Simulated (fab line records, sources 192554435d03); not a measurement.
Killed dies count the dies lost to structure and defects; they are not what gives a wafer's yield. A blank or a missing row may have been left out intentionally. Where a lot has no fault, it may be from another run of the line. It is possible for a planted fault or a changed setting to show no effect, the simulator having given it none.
8D (eight disciplines) problem report, filled in by code + flow n5-finfet + the parts of the form that need people (team, actions taken, sign-off) are left out

== 1. THE ISSUE ==
M13_ILD_THK at N5_BEOL_M13_THK_MEAS_01 reads a mean of 1210 nm on 3 wafers of 2 lots; wafers without a fault read 841 nm with a standard deviation of 9.7. Measured from the usual mean, that is +38 standard deviations.
First seen on wafer L600.3, day 14 03:11, on film-metro-01. Wafers with a number at this step in the record: 25, from 9 lots. Rule for "out" (also "out of limits"): further than 4 standard deviations from the usual mean. All remaining wafers that have a number are taken as sound.

== 2. WHAT IT IS; WHAT IT IS NOT ==
| question                    | is                     | is not                                                                                 |
|-----------------------------|------------------------|----------------------------------------------------------------------------------------|
| which readings at this step | M13_ILD_THK            | -                                                                                      |
| which lots                  | L600, L606             | L588, L593, L599, L607, L608, L610, L611                                               |
| which wafers of those lots  | L600.3, L606.3, L606.4 | L600.2, L600.6                                                                         |
| read on which gauges        | film-metro-01          | film-metro-02                                                                          |
| when                        | from day 14 03:11      | up to then (10 sound wafers); but 12 sound wafers of L607, L608, L610, L611 came after |

== 3. SUSPECTS, AND WHAT RULES EACH OUT ==
Counting: a tool at a process step up to the reading stays a suspect if it ran every lot that is out. Sound lots after the first of them don't rule it out here, since some wafers of a struck lot are sound.
- the gauge at N5_BEOL_M13_THK_MEAS_01: ruled out. All the wafers that are out were read on film-metro-01, but those of them that N5_BEOL_M13_ILD_DEP_00 has rows for are out there too, on other tools.
- pvd-sputter-02 at N5_BEOL_M12_DEGAS_41 (time 60 s): kept. Every lot that is out went through it, the first being L600 (day 14 01:46); the last sound lot it ran before that was L599 (day 13 22:14).
- cmp-04 at N5_BEOL_M12_CMP_49 (polishes, stops on SiOC, t overpolish 20.6 s, target thk 320 nm): kept. Every lot that is out went through it, the first being L600 (day 14 02:34); the last sound lot it ran before that was L593 (day 12 13:57).
- pecvd-02 at N5_BEOL_M13_ILD_DEP_00 (deposits SiOC from DEMS/O2, target thk 837.92 nm, time 166.4 s): kept. Every lot that is out went through it, the first being L600 (day 14 03:02); the last sound lot it ran before that was L599 (day 13 23:31). Its own run-length-s readings are out on those wafers.
After the count, these remain: pvd-sputter-02 at N5_BEOL_M12_DEGAS_41, cmp-04 at N5_BEOL_M12_CMP_49 and pecvd-02 at N5_BEOL_M13_ILD_DEP_00.

== 4. THE CAUSE (what the simulator had put in) ==
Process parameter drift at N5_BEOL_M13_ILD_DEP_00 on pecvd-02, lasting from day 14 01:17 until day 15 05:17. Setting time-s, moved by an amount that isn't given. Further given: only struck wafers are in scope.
3 suspects survive the count, and this tool is in that group.

== 5. THE EFFECT CHAIN, in route order ==
Rows list readings where the struck wafers' mean (over those with a number) sits beyond 3 standard deviations from the usual. Only readings for which the record gives a usual standard deviation are gone through. hours: the time from each lot's start at the first step in this table that gives one to its start at this step, as a median over the lots. sigmas: the change in usual standard deviations.
| hours | step                    | reading                  | usual      | on struck wafers | change | sigmas      |
|-------|-------------------------|--------------------------|------------|------------------|--------|-------------|
| 0     | N5_BEOL_M13_ILD_DEP_00  | run-length-s             | 211.2 s    | 286.6            | +75.4  | +99 or more |
| 0     | N5_BEOL_M13_THK_MEAS_01 | M13_ILD_THK              | 841 nm     | 1210             | +369   | +38         |
| 1     | N5_BEOL_M13_STRIP_63    | oes-product-au           | 0.673 a.u. | 0.233            | -0.440 | -94         |
| 1     | N5_BEOL_M13_STRIP_63    | strip-time-to-endpoint-s | 27.3 s     | 0.0              | -27.3  | -28         |
| 1     | N5_BEOL_M13_STRIP_64    | oes-product-au           | 0.715 a.u. | 0.660            | -0.055 | -11         |
| 1     | N5_BEOL_M13_STRIP_64    | strip-time-to-endpoint-s | 31.34 s    | 21.42            | -9.92  | -99 or more |
Process steps it contains:
- N5_BEOL_M13_ILD_DEP_00: deposits SiOC from DEMS/O2, target thk 837.92 nm, time 166.4 s.
- N5_BEOL_M13_STRIP_63: strips in N2/H2.
- N5_BEOL_M13_STRIP_64: strips in N2/H2.

== 6. HOW IT WOULD HAVE BEEN CAUGHT EARLIER ==
In this record the first reading out of limits at a measuring or inspecting step was taken at day 14 03:11, 2 hours after the fault began at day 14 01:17.
At N5_BEOL_M13_ILD_DEP_00, the tool's own readings (run-length-s) were out on each struck wafer the step has a row for, so an alarm limit on them would have fired on the first such wafer.
L606, from the lots that are out (2), started N5_BEOL_M13_ILD_DEP_00 on pecvd-02 later than day 14 03:11. Putting the tool on hold at that point would have spared it.
